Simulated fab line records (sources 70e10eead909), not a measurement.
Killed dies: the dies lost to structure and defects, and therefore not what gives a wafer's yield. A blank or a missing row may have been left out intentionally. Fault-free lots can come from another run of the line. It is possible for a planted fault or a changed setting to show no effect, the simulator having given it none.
fab line records    flow nand_harc
record: lots: 13  wafers: 39  last_day: 30
route steps=1302 shown P_M1@301 P_M2@332 END@1302
lots with no fault: from the same line, run without faults
start_h: the number of hours between the record's first day and the start of the first shown wafer of the lot    wait_h: how many hours have passed since the lot's step before this one    " identical to the entry in the row above    L1.1+2: a row that stands for several wafers    - no value, or no start was given    * or withheld: withheld    < > ~ a bound
route shown NAME@n: a module of which the file shows steps, and the number in the route of the first    usual: mean/standard deviation taken from wafers without a fault    same: alike in all rows    chamber/n: place in a boat    sites: each site's reading    _std_site: the standard deviation of these    _edge_site: outer sites' mean less inner sites'    radius_mm: for every site, how far away it sits from the centre of the wafer    mask NAME#n: copy n    behind: the most recent tool/chamber to have shaped the wafer    hold: why the lot was held/for how many hours/how that ended    device: the n, p or np transistor that did not switch    end of line: the tests these same wafers got at the end of their route    a step without rows: its recipe alone    killed: at the first sort, the dies lost to defects and structure; wafer yield is something else    map: a wafer's dies, marking killed ones x, the rest . and places with no die _
set.NAME: the run value of the setting; set.NAME@STEP: its run value at that earlier step    model.NAME: the simulator's own value behind a step, which no gauge read
steps of the route over a sample of lots; a table a step, a row a wafer
services: when a tool's chamber went out of use (start_h, in hours from the record's first day, below 0 if earlier), for how many hours, and the reason
== steps ==
step: NHARC_P_M1_CD_MEAS_16
usual: cd_nm: 129.8/0.81
lot.wafer  tool       chamber  start_h  wait_h  cd_nm
L299.1     cd_sem-01  -        122.40   -       130.1
L299.2     "          -        "        "       129.5
L299.6     "          -        "        "       129.8
L301.1     cd_sem-01  -        142.41   -       128.5
L301.2     "          -        "        "       130.3
L301.6     "          -        "        "       129.0
L302.2     cd_sem-03  -        159.31   -       130.4
L302.3     "          -        "        "       130.4
L302.4     "          -        "        "       131.8
L304.4     cd_sem-02  -        179.78   -       129.9
L304.5     "          -        "        "       129.3
L304.6     "          -        "        "       128.7
L305.1     cd_sem-01  -        189.32   -       129.3
L305.2     "          -        "        "       131.5
L305.5     "          -        "        "       130.0
L306.1     cd_sem-01  -        202.63   -       129.2
L306.4     "          -        "        "       129.8
L306.5     "          -        "        "       130.0
L307.3     cd_sem-03  -        208.95   -       129.6
L307.5     "          -        "        "       128.7
L307.6     "          -        "        "       129.1
L308.1     cd_sem-02  -        228.98   -       128.7
L308.3     "          -        "        "       128.7
L308.6     "          -        "        "       128.7
L310.1     cd_sem-01  -        235.89   -       130.8
L310.2     "          -        "        "       129.7
L310.4     "          -        "        "       130.7
L309.2     cd_sem-01  -        236.97   -       129.5
L309.3     "          -        "        "       130.2
L309.4     "          -        "        "       128.6
L314.3     cd_sem-03  -        273.12   -       131.0
L314.4     "          -        "        "       129.9
L314.5     "          -        "        "       130.9
L315.2     cd_sem-03  -        284.41   -       130.3
L315.3     "          -        "        "       130.1
L315.5     "          -        "        "       130.0
L318.1     cd_sem-02  -        314.16   -       130.6
L318.3     "          -        "        "       131.7
L318.4     "          -        "        "       129.0
step: NHARC_P_M1_PVD_20
recipe: target_thk_a: 50  bias_v: 168.6  power_w: 15000  chamber_pressure_pa: 0.12  time_s: 8.06  substrate_temp_c: 50  material: TaN
usual: throttle_valve_pct: 30.2/0.71
same: time_s: 8.06
lot.wafer  tool            chamber  start_h  wait_h  throttle_valve_pct
L299.1     pvd_sputter-01  -        -        -       30.2
L299.2     "               -        "        "       28.7
L299.6     "               -        "        "       28.7
L301.2     pvd_sputter-01  -        -        -       30.1
L301.1     "               -        "        "       28.5
L301.6     "               -        "        "       30.3
L302.4     pvd_sputter-01  -        -        -       28.8
L302.2     "               -        "        "       28.6
L302.3     "               -        "        "       30.2
L304.4     pvd_sputter-02  -        -        -       30.5
L304.5     "               -        "        "       30.3
L304.6     "               -        "        "       30.5
L305.1     pvd_sputter-02  -        -        -       30.0
L305.2     "               -        "        "       30.7
L305.5     "               -        "        "       30.5
L306.4     pvd_sputter-03  -        -        -       29.0
L306.1     "               -        "        "       30.4
L306.5     "               -        "        "       29.7
L307.3     pvd_sputter-03  -        -        -       29.7
L307.5     "               -        "        "       30.7
L307.6     "               -        "        "       29.5
L308.1     pvd_sputter-02  -        -        -       30.2
L308.3     "               -        "        "       30.3
L308.6     "               -        "        "       30.3
L310.4     pvd_sputter-03  -        -        -       29.5
L310.2     "               -        "        "       29.0
L310.1     "               -        "        "       30.2
L309.3     pvd_sputter-02  -        -        -       30.6
L309.4     "               -        "        "       30.7
L309.2     "               -        "        "       30.3
L314.3     pvd_sputter-01  -        -        -       30.2
L314.4     "               -        "        "       29.7
L314.5     "               -        "        "       30.0
L315.3     pvd_sputter-03  -        -        -       28.9
L315.2     "               -        "        "       30.6
L315.5     "               -        "        "       30.7
L318.4     pvd_sputter-02  -        -        -       30.6
L318.3     "               -        "        "       29.6
L318.1     "               -        "        "       30.4
step: NHARC_P_M2_ETCH_35
recipe: target_depth_a: 400  overetch_a: 120  time_s: 43.94  ion_energy_ev: 200  n2_flow_sccm: 150  h2_flow_sccm: 150  ar_flow_sccm: 0  rf_w: 400  bias_w: 150  chemistry: N2/H2
usual: chamber_pressure_mTorr: 29.999/0.029  drypump_motor_current_A: 5.6/0.47  oes_product_au: 1.001/0.008  rf_vpp_V: 431.0/2.8  run_length_s: 65.2/0.53  showerhead_plenum_p_Torr: 2.06/0.097  throttle_valve_pct: 14.171/0.0095
lot.wafer  tool         chamber  start_h  wait_h  chamber_pressure_mTorr  drypump_motor_current_A  oes_product_au  rf_hours_counter_h  rf_vpp_V  run_length_s  showerhead_plenum_p_Torr  throttle_valve_pct
L299.1     rie_diel-01  2        126.33   0.1     29.988                  6.2                      0.995           3.3                 427.0     64.9          2.00                      14.188
L299.2     "            0        "        "       30.024                  4.9                      1.013           3.4                 432.9     65.2          2.08                      14.157
L299.6     "            2        "        "       29.965                  6.2                      1.001           -                   429.7     64.5          2.00                      14.155
L301.2     rie_diel-03  1        146.65   0.1     29.974                  5.3                      1.004           1.3                 428.5     65.2          1.96                      14.162
L301.1     "            3        "        "       30.018                  5.5                      1.013           1.2                 428.9     65.3          2.06                      14.173
L301.6     "            2        "        "       29.943                  5.9                      1.014           -                   426.2     65.6          1.91                      14.188
L302.3     rie_diel-10  3        163.26   0.1     30.008                  6.6                      0.979           5.9                 430.3     65.3          2.04                      14.183
L302.2     "            1        "        "       30.028                  5.4                      1.003           4.3                 435.0     64.9          2.19                      14.163
L302.4     "            2        "        "       29.991                  5.8                      1.003           -                   434.7     66.2          2.17                      14.166
L304.4     rie_diel-01  1        183.72   0.1     30.022                  5.6                      1.019           5.9                 428.0     65.6          1.94                      14.165
L304.5     "            3        "        "       29.983                  5.5                      1.004           -                   435.8     64.4          2.20                      14.168
L304.6     "            0        "        "       29.972                  4.9                      1.014           -                   431.9     65.0          2.08                      14.173
L305.1     rie_diel-01  1        193.56   0.1     30.014                  5.6                      1.015           6.1                 428.6     65.8          1.94                      14.160
L305.2     "            0        "        "       29.967                  4.8                      1.010           6.3                 431.0     64.7          2.08                      14.159
L305.5     "            2        "        "       30.019                  6.2                      1.001           -                   429.6     64.3          2.00                      14.165
L306.4     rie_diel-03  1        206.59   0.1     29.977                  5.3                      0.991           5.3                 427.0     65.4          1.96                      14.169
L306.1     "            3        "        "       30.020                  5.6                      1.002           5.2                 430.9     65.5          2.05                      14.163
L306.5     "            1        "        "       29.982                  5.2                      0.998           -                   427.8     65.6          1.96                      14.186
L307.3     rie_diel-10  2        212.75   0.1     29.961                  5.8                      0.992           9.1                 435.5     66.0          2.17                      14.168
L307.6     "            2        "        "       29.995                  5.8                      1.006           -                   435.5     65.9          2.17                      14.166
L307.5     "            3        "        "       29.990                  6.6                      0.987           -                   431.2     65.5          2.04                      14.160
L308.3     rie_diel-01  0        232.92   0.1     30.050                  4.8                      0.991           0.6                 431.0     65.4          2.08                      14.174
L308.1     "            1        "        "       29.974                  5.6                      1.001           0.5                 428.0     65.6          1.94                      14.180
L308.6     "            3        "        "       30.050                  5.5                      0.992           -                   435.2     64.4          2.20                      14.168
L310.4     rie_diel-01  3        240.87   0.1     29.984                  5.5                      1.006           1.1                 435.1     64.3          2.20                      14.195
L310.2     "            0        "        "       29.988                  4.8                      1.001           0.9                 433.2     64.8          2.08                      14.156
L310.1     "            1        "        "       29.996                  5.6                      1.000           0.7                 427.6     65.7          1.94                      14.169
L309.4     rie_diel-03  3        241.02   0.1     29.991                  5.5                      0.998           7.1                 430.3     65.4          2.05                      14.178
L309.3     "            1        "        "       29.991                  5.3                      0.997           6.9                 428.7     65.2          1.96                      14.170
L309.2     "            2        "        "       30.013                  5.9                      1.014           6.4                 426.4     65.5          1.90                      14.177
L314.4     rie_diel-01  3        277.23   0.1     29.978                  5.5                      1.002           3.8                 434.9     64.8          2.20                      14.170
L314.3     "            1        "        "       30.001                  5.6                      0.990           3.4                 428.0     66.0          1.94                      14.166
L314.5     "            3        "        "       29.980                  5.5                      0.994           -                   433.4     64.4          2.20                      14.179
L315.2     rie_diel-01  3        288.36   0.1     29.947                  5.5                      0.994           4.1                 434.8     53.9          2.20                      14.170
L315.3     "            1        "        "       29.962                  5.6                      1.010           3.6                 426.6     55.3          1.94                      14.177
L315.5     "            1        "        "       30.044                  5.6                      1.002           -                   426.8     54.9          1.94                      14.171
L318.3     rie_diel-01  3        318.09   0.1     29.978                  5.5                      1.003           5.1                 433.9     53.7          2.20                      14.189
L318.4     "            0        "        "       29.989                  4.8                      1.005           4.2                 431.1     54.6          2.08                      14.184
L318.1     "            1        "        "       30.042                  5.6                      0.997           4.6                 427.2     54.8          1.94                      14.179
step: NHARC_P_M2_CD_MEAS_16
usual: cd_nm: 169.7/0.88
lot.wafer  tool       chamber  start_h  wait_h  cd_nm
L299.1     cd_sem-03  -        126.58   -       170.0
L299.2     "          -        "        "       171.3
L299.6     "          -        "        "       170.4
L301.1     cd_sem-02  -        146.86   -       170.5
L301.2     "          -        "        "       169.1
L301.6     "          -        "        "       169.2
L302.2     cd_sem-03  -        163.51   -       169.8
L302.3     "          -        "        "       168.9
L302.4     "          -        "        "       169.0
L304.4     cd_sem-03  -        183.94   -       170.5
L304.5     "          -        "        "       170.0
L304.6     "          -        "        "       168.0
L305.1     cd_sem-02  -        193.78   -       168.7
L305.2     "          -        "        "       169.8
L305.5     "          -        "        "       170.1
L306.1     cd_sem-01  -        206.81   -       170.7
L306.4     "          -        "        "       169.5
L306.5     "          -        "        "       169.2
L307.3     cd_sem-01  -        212.98   -       170.9
L307.5     "          -        "        "       168.9
L307.6     "          -        "        "       169.0
L308.1     cd_sem-03  -        233.13   -       168.2
L308.3     "          -        "        "       168.7
L308.6     "          -        "        "       170.0
L310.1     cd_sem-01  -        241.09   -       171.1
L310.2     "          -        "        "       170.6
L310.4     "          -        "        "       168.5
L309.2     cd_sem-02  -        241.24   -       169.1
L309.3     "          -        "        "       169.4
L309.4     "          -        "        "       169.8
L314.3     cd_sem-03  -        277.45   -       171.3
L314.4     "          -        "        "       171.0
L314.5     "          -        "        "       170.6
L315.2     cd_sem-03  -        288.61   -       168.8
L315.3     "          -        "        "       169.2
L315.5     "          -        "        "       167.5
L318.1     cd_sem-02  -        318.31   -       169.7
L318.3     "          -        "        "       170.3
L318.4     "          -        "        "       169.6
step: NHARC_END_SORT_01
recipe: temp_c: 25
usual: defect_limited_yield: 91/3.2  killed_at_array: 53/21  killed_at_other: 1.1/1.5  killed_at_periphery: 3.9/2.7  killed_dies: 58/21  killed_open: 3.4/1.9  killed_short: 2.3/1.5
same: gross_dies: 677
lot.wafer  tool       chamber  start_h  wait_h  defect_limited_yield[%]  killed_at_array  killed_at_other  killed_at_periphery  killed_dies  killed_open  killed_short
L302.2     prober-02  0        589.63   2.8     95                       30               0                3                    33           3            3
L302.3     prober-02  0        590.43   3.1     97                       20               0                2                    22           2            3
L302.4     prober-02  0        591.22   3.4     97                       21               0                1                    22           0            4
L306.1     prober-02  0        648.21   2.5     84                       99               0                11                   110          6            2
L306.4     prober-02  0        650.61   3.4     86                       91               0                7                    98           2            2
L306.5     prober-02  0        651.41   3.7     85                       98               1                4                    103          2            5
L310.1     prober-01  0        677.37   2.5     90                       58               1                6                    65           2            6
L310.2     prober-01  0        678.16   2.8     91                       50               0                9                    59           2            3
L310.4     prober-01  0        679.76   3.4     92                       49               0                5                    54           3            1
L308.1     prober-01  0        687.87   2.5     97                       14               0                5                    19           0            1
L308.3     prober-01  0        689.49   3.1     95                       30               1                6                    37           9            4
L308.6     prober-01  0        691.92   4.1     97                       15               2                2                    19           2            1
L315.2     prober-01  0        701.80   2.8     89                       71               0                4                    75           6            2
L315.3     prober-01  0        702.60   3.1     90                       70               1                0                    71           3            4
L315.5     prober-01  0        704.18   3.7     89                       73               0                4                    77           3            2
killed by level:class
L302.2 A_CHANNEL_HOLE_D2:chamber_film_flake=7 A_CHANNEL_HOLE_D1:chamber_film_flake=5 A_STAIRCASE:chamber_film_flake=4 A_WL_FILL:chamber_film_flake=3 A_CONTACT:chamber_film_flake=3 A_ONON_D1:geometric_particle:open=2 A_SOURCE_PLATE:geometric_particle:short=1 A_ONON_D1:geometric_particle:short=1
L302.3 A_CHANNEL_HOLE_D2:chamber_film_flake=7 A_CONTACT:chamber_film_flake=4 A_SLIT:chamber_film_flake=3 A_CHANNEL_HOLE_D1:geometric_particle:short=1 A_CHANNEL_FILL_D1:geometric_particle:short=1 A_DECK1_JOINT:geometric_particle:open=1 A_ONON_D2:geometric_particle:short=1 A_M1:geometric_particle:open=1
L302.4 A_CHANNEL_HOLE_D2:chamber_film_flake=8 A_CHANNEL_HOLE_D1:chamber_film_flake=2 A_WL_FILL:chamber_film_flake=2 A_CONTACT:chamber_film_flake=2 P_STI:geometric_particle:short=1 A_ONON_D1:geometric_particle:short=1 A_ONON_D2:geometric_particle:short=1 A_CONTACT:geometric_particle:short=1
L306.1 A_SLIT:chamber_film_flake=34 A_CHANNEL_HOLE_D1:chamber_film_flake=31 A_CHANNEL_HOLE_D2:chamber_film_flake=18 P_GATE:chamber_film_flake=4 P_M1:chamber_film_flake=3 A_STAIRCASE:chamber_film_flake=3 A_CHANNEL_FILL_D2:chamber_film_flake=3 A_DECK1_JOINT:geometric_particle:open=2
L306.4 A_SLIT:chamber_film_flake=31 A_CHANNEL_HOLE_D1:chamber_film_flake=25 A_CHANNEL_HOLE_D2:chamber_film_flake=18 A_STAIRCASE:chamber_film_flake=6 A_CHANNEL_FILL_D2:chamber_film_flake=5 P_M1:chamber_film_flake=3 P_GATE:chamber_film_flake=2 P_M0:geometric_particle:open=1
L306.5 A_SLIT:chamber_film_flake=43 A_CHANNEL_HOLE_D1:chamber_film_flake=24 A_CHANNEL_HOLE_D2:chamber_film_flake=14 A_CHANNEL_FILL_D2:chamber_film_flake=5 A_STAIRCASE:chamber_film_flake=4 A_WL_FILL:geometric_particle:short=2 A_CONTACT:chamber_film_flake=2 P_STI:geometric_particle:short=1
L310.1 A_SLIT:chamber_film_flake=33 A_STAIRCASE:chamber_film_flake=6 A_CHANNEL_HOLE_D1:chamber_film_flake=5 P_CONTACT:chamber_film_flake=4 A_BLC:chamber_film_flake=4 A_CONTACT:chamber_film_flake=3 P_STI:geometric_particle:short=1 P_M2:geometric_particle:open=1
L310.2 A_SLIT:chamber_film_flake=26 A_BLC:chamber_film_flake=7 P_CONTACT:chamber_film_flake=5 A_CHANNEL_HOLE_D1:chamber_film_flake=5 A_STAIRCASE:chamber_film_flake=3 A_CONTACT:chamber_film_flake=3 A_M0:geometric_particle:open=2 P_STI:chamber_film_flake=2
L310.4 A_SLIT:chamber_film_flake=29 A_CHANNEL_HOLE_D1:chamber_film_flake=6 A_CONTACT:chamber_film_flake=5 P_CONTACT:chamber_film_flake=4 A_BLC:chamber_film_flake=4 A_DECK1_JOINT:geometric_particle:open=2 A_WL_FILL:geometric_particle:short=1 A_M0:geometric_particle:open=1
L308.1 A_CHANNEL_HOLE_D1:chamber_film_flake=5 P_STI:chamber_film_flake=4 A_CHANNEL_HOLE_D2:chamber_film_flake=2 A_SLIT:chamber_film_flake=2 A_M0:chamber_film_flake=2 A_M1:geometric_particle:short=1 P_GATE:chamber_film_flake=1 A_ZERO_WELL:chamber_film_flake=1
L308.3 A_CHANNEL_HOLE_D1:chamber_film_flake=9 A_M0:chamber_film_flake=3 A_CONTACT:chamber_film_flake=3 P_CONTACT:geometric_particle:open=2 A_CHANNEL_FILL_D1:geometric_particle:open=2 P_STI:chamber_film_flake=2 A_DECK1_JOINT:chamber_film_flake=2 P_M0:geometric_particle:open=1
L308.6 A_CHANNEL_HOLE_D1:chamber_film_flake=4 A_M0:chamber_film_flake=3 A_STAIRCASE:chamber_film_flake=2 A_SLIT:chamber_film_flake=2 A_CHANNEL_FILL_D1:geometric_particle:short=1 A_CONTACT:geometric_particle:open=1 STARTING-WAFER:geometric_particle:open=1 P_STI:chamber_film_flake=1
L315.2 A_SLIT:chamber_film_flake=28 A_CHANNEL_HOLE_D2:chamber_film_flake=18 A_CHANNEL_HOLE_D1:chamber_film_flake=8 A_CONTACT:chamber_film_flake=7 A_SOURCE_PLATE:geometric_particle:open=2 P_STI:chamber_film_flake=2 A_SGD_CUT:chamber_film_flake=2 P_CONTACT:geometric_particle:open=1
L315.3 A_SLIT:chamber_film_flake=28 A_CHANNEL_HOLE_D2:chamber_film_flake=15 A_CHANNEL_HOLE_D1:chamber_film_flake=7 A_CONTACT:chamber_film_flake=6 A_CHANNEL_FILL_D2:chamber_film_flake=3 A_SGD_CUT:chamber_film_flake=3 A_STAIRCASE:chamber_film_flake=2 A_SOURCE_PLATE:geometric_particle:open=1
L315.5 A_SLIT:chamber_film_flake=30 A_CHANNEL_HOLE_D2:chamber_film_flake=23 A_CHANNEL_HOLE_D1:chamber_film_flake=8 A_CONTACT:chamber_film_flake=5 A_CONTACT:geometric_particle:open=2 P_STI:chamber_film_flake=2 A_SGD_CUT:chamber_film_flake=2 A_CHANNEL_HOLE_D1:geometric_particle:open=1
== services ==
tool            chamber  start_h  hours  kind
pvd_sputter-02  -        104.00   10.0   pm
rie_diel-03     -        104.30   9.0    pm
rie_diel-10     -        109.07   2.5    repair
rie_diel-01     0        109.41   -      clean
rie_diel-01     1        109.41   -      clean
rie_diel-01     1        119.68   7.7    repair
rie_diel-03     0        127.64   4.9    repair
rie_diel-10     0        161.55   5.6    repair
pvd_sputter-03  -        170.00   10.0   pm
rie_diel-03     2        191.92   6.5    repair
rie_diel-01     -        203.80   9.0    pm
rie_diel-03     3        209.51   4.1    repair
pvd_sputter-01  -        226.00   10.0   pm
rie_diel-10     3        226.91   15.0   repair
rie_diel-10     -        242.50   9.0    pm
pvd_sputter-03  -        261.07   1.8    repair
rie_diel-10     3        261.20   6.9    repair
rie_diel-01     2        265.61   4.7    repair
rie_diel-10     1        274.67   2.5    repair
rie_diel-01     0        278.31   18.7   repair
rie_diel-03     -        281.30   9.0    pm
pvd_sputter-02  -        282.00   10.0   pm
pvd_sputter-03  -        288.70   5.8    repair
pvd_sputter-01  -        311.44   1.0    repair
== key ==
first_sign: step: NHARC_P_M2_ETCH_35  reading: run_length_s  direction: down  sigmas: 20  usual: *  struck: *
effect none on later readings
met_at NHARC_P_M2_ETCH_35
struck_lots L315,L318
rows_end L318.1,L318.3,L318.4
not_acting_at NHARC_P_M1_CD_MEAS_16,NHARC_P_M1_PVD_20,NHARC_P_M2_CD_MEAS_16
onset_between 277.23 288.36
fault: kind: process_parameter_drift  tool: rie_diel-01  chamber: -  onset_h: 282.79  steps: NHARC_P_M2_ETCH_35  channel: time_s  offset: *  shape: step  acts_in: *  stated: *
rows_end: these wafers met a further fault down the route, and their rows from its step on are left out
